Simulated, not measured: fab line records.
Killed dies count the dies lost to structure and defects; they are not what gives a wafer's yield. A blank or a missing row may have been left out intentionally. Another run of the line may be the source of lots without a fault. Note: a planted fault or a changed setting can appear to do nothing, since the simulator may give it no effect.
Split-lot experiment || flow n5Finfet || 21 wafers read across 7 lots, on a route 1938 steps long

## ABOUT THE SPLIT
At N5_BEOL_M15_PEB_26 (peb time 90 s), the setting pebTempC was moved away from the recipe's 130 C on 7 of the 21 wafers read, by -1.3% to +2.8%. For the rest of the wafers, this setting stayed at what the recipe calls for.

## FROM THE SPLIT TO THE READING: what the file shows between them, 2 steps
- N5_BEOL_M15_DEVELOP_27: develop time 45 s
- N5_BEOL_M15_HARDBAKE_32: time 120 s

## THE READING
cdNm, in nm, at N5_BEOL_M15_CD_MEAS_28 (target cd 407.6 nm). Fault-free wafers of this fab line usually give 407.9 nm, standard deviation 1.7 nm.

{"wafer": "L079.1", "tool, chamber at the split": "lithoTrack-03, 0", "pebTempC as run, C": 128.3, "against the recipe": "-1.3%", "cdNm, nm": 399.8, "against lot-mates on the recipe": -7.5}
{"wafer": "L079.2", "tool, chamber at the split": "lithoTrack-03, 0", "pebTempC as run, C": 130, "against the recipe": "recipe", "cdNm, nm": 406.6, "against lot-mates on the recipe": "-"}
{"wafer": "L079.3", "tool, chamber at the split": "lithoTrack-03, 0", "pebTempC as run, C": 130, "against the recipe": "recipe", "cdNm, nm": 408.0, "against lot-mates on the recipe": "-"}
{"wafer": "L078.3", "tool, chamber at the split": "lithoTrack-04, 0", "pebTempC as run, C": 130, "against the recipe": "recipe", "cdNm, nm": 408.2, "against lot-mates on the recipe": "-"}
{"wafer": "L078.5", "tool, chamber at the split": "lithoTrack-04, 0", "pebTempC as run, C": 130, "against the recipe": "recipe", "cdNm, nm": 408.5, "against lot-mates on the recipe": "-"}
{"wafer": "L078.6", "tool, chamber at the split": "lithoTrack-04, 0", "pebTempC as run, C": 130, "against the recipe": "recipe", "cdNm, nm": 409.3, "against lot-mates on the recipe": "-"}
{"wafer": "L084.2", "tool, chamber at the split": "lithoTrack-04, 0", "pebTempC as run, C": 130, "against the recipe": "recipe", "cdNm, nm": 406.7, "against lot-mates on the recipe": "-"}
{"wafer": "L084.3", "tool, chamber at the split": "lithoTrack-04, 0", "pebTempC as run, C": 132, "against the recipe": "+1.5%", "cdNm, nm": 415.4, "against lot-mates on the recipe": "+8.7"}
{"wafer": "L084.4", "tool, chamber at the split": "lithoTrack-04, 0", "pebTempC as run, C": 132, "against the recipe": "+1.5%", "cdNm, nm": 416.1, "against lot-mates on the recipe": "+9.4"}
{"wafer": "L086.1", "tool, chamber at the split": "lithoTrack-04, 0", "pebTempC as run, C": 129, "against the recipe": "-0.8%", "cdNm, nm": 401.3, "against lot-mates on the recipe": -4.3}
{"wafer": "L086.5", "tool, chamber at the split": "lithoTrack-04, 0", "pebTempC as run, C": 130, "against the recipe": "recipe", "cdNm, nm": 405.9, "against lot-mates on the recipe": "-"}
{"wafer": "L086.6", "tool, chamber at the split": "lithoTrack-04, 0", "pebTempC as run, C": 130, "against the recipe": "recipe", "cdNm, nm": 405.4, "against lot-mates on the recipe": "-"}
{"wafer": "L089.2", "tool, chamber at the split": "lithoTrack-04, 0", "pebTempC as run, C": 130, "against the recipe": "recipe", "cdNm, nm": 408.0, "against lot-mates on the recipe": "-"}
{"wafer": "L089.5", "tool, chamber at the split": "lithoTrack-04, 0", "pebTempC as run, C": 133.4, "against the recipe": "+2.6%", "cdNm, nm": 421.8, "against lot-mates on the recipe": "+13.8"}
{"wafer": "L089.6", "tool, chamber at the split": "lithoTrack-04, 0", "pebTempC as run, C": 133.4, "against the recipe": "+2.6%", "cdNm, nm": 421.6, "against lot-mates on the recipe": "+13.6"}
{"wafer": "L092.2", "tool, chamber at the split": "lithoTrack-03, 0", "pebTempC as run, C": 130, "against the recipe": "recipe", "cdNm, nm": 409.3, "against lot-mates on the recipe": "-"}
{"wafer": "L092.3", "tool, chamber at the split": "lithoTrack-03, 0", "pebTempC as run, C": 130, "against the recipe": "recipe", "cdNm, nm": 408.4, "against lot-mates on the recipe": "-"}
{"wafer": "L092.6", "tool, chamber at the split": "lithoTrack-03, 0", "pebTempC as run, C": 130, "against the recipe": "recipe", "cdNm, nm": 408.7, "against lot-mates on the recipe": "-"}
{"wafer": "L094.2", "tool, chamber at the split": "lithoTrack-04, 0", "pebTempC as run, C": 133.7, "against the recipe": "+2.8%", "cdNm, nm": 419.3, "against lot-mates on the recipe": "+15.8"}
{"wafer": "L094.5", "tool, chamber at the split": "lithoTrack-04, 0", "pebTempC as run, C": 130, "against the recipe": "recipe", "cdNm, nm": 403.8, "against lot-mates on the recipe": "-"}
{"wafer": "L094.6", "tool, chamber at the split": "lithoTrack-04, 0", "pebTempC as run, C": 130, "against the recipe": "recipe", "cdNm, nm": 403.1, "against lot-mates on the recipe": "-"}

THE FIT
A straight line over all 21 wafers: cdNm changes by +5.29 nm for each +1% of pebTempC; r = +0.96; the points scatter about the line by 1.8 nm.
The same after taking each lot's own level away (the mean of its wafers on the recipe; 21 wafers): +5.48 nm for each +1%; r = +1.00; scatter 0.48 nm.
On that fit, the largest move of pebTempC shifts the reading by 16 nm.
From 403.45 to 408.80 nm: that is the span of the lots' own levels, equal to 3.1 times the standard deviation above.
Consequently the slope shifts little with the lot-to-lot level, the two slopes agreeing.
Check: with one of the wafers moved furthest among these (+2.8%) left out of the fit, the line predicts +15.5 nm for it against its lot-mates. Against them it came out at +15.8 nm.

## THE WHOLE CHAIN: every reading that the file lists as answering this split, in the file's order
{"step": "N5_BEOL_M15_CD_MEAS_28", "what it does": "target cd 407.6 nm", "reading": "cdNm", "change (the file's fit)": "+5.53 nm for each +1% of the setting", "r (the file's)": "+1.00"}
{"step": "N5_BEOL_M15_DESCUM_33", "what it does": "chemistry O2, time 7.9 s", "reading": "BEOL_M15.cdNm (the simulator's own value, which no gauge read)", "change (the file's fit)": "+5.49 nm for each +1% of the setting", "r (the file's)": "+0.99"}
{"step": "N5_BEOL_M15_ETCH_61", "what it does": "etches BARC in N2/H2, target depth 89 nm, overetch 26.7 nm, time 67.9 s", "reading": "BEOL_M15.cdNm (the simulator's own value, which no gauge read)", "change (the file's fit)": "+5.43 nm for each +1% of the setting", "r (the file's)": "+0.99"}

## THE FILE'S OWN FIT
cdNm changes by +5.53 nm for each +1% of pebTempC, r = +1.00.
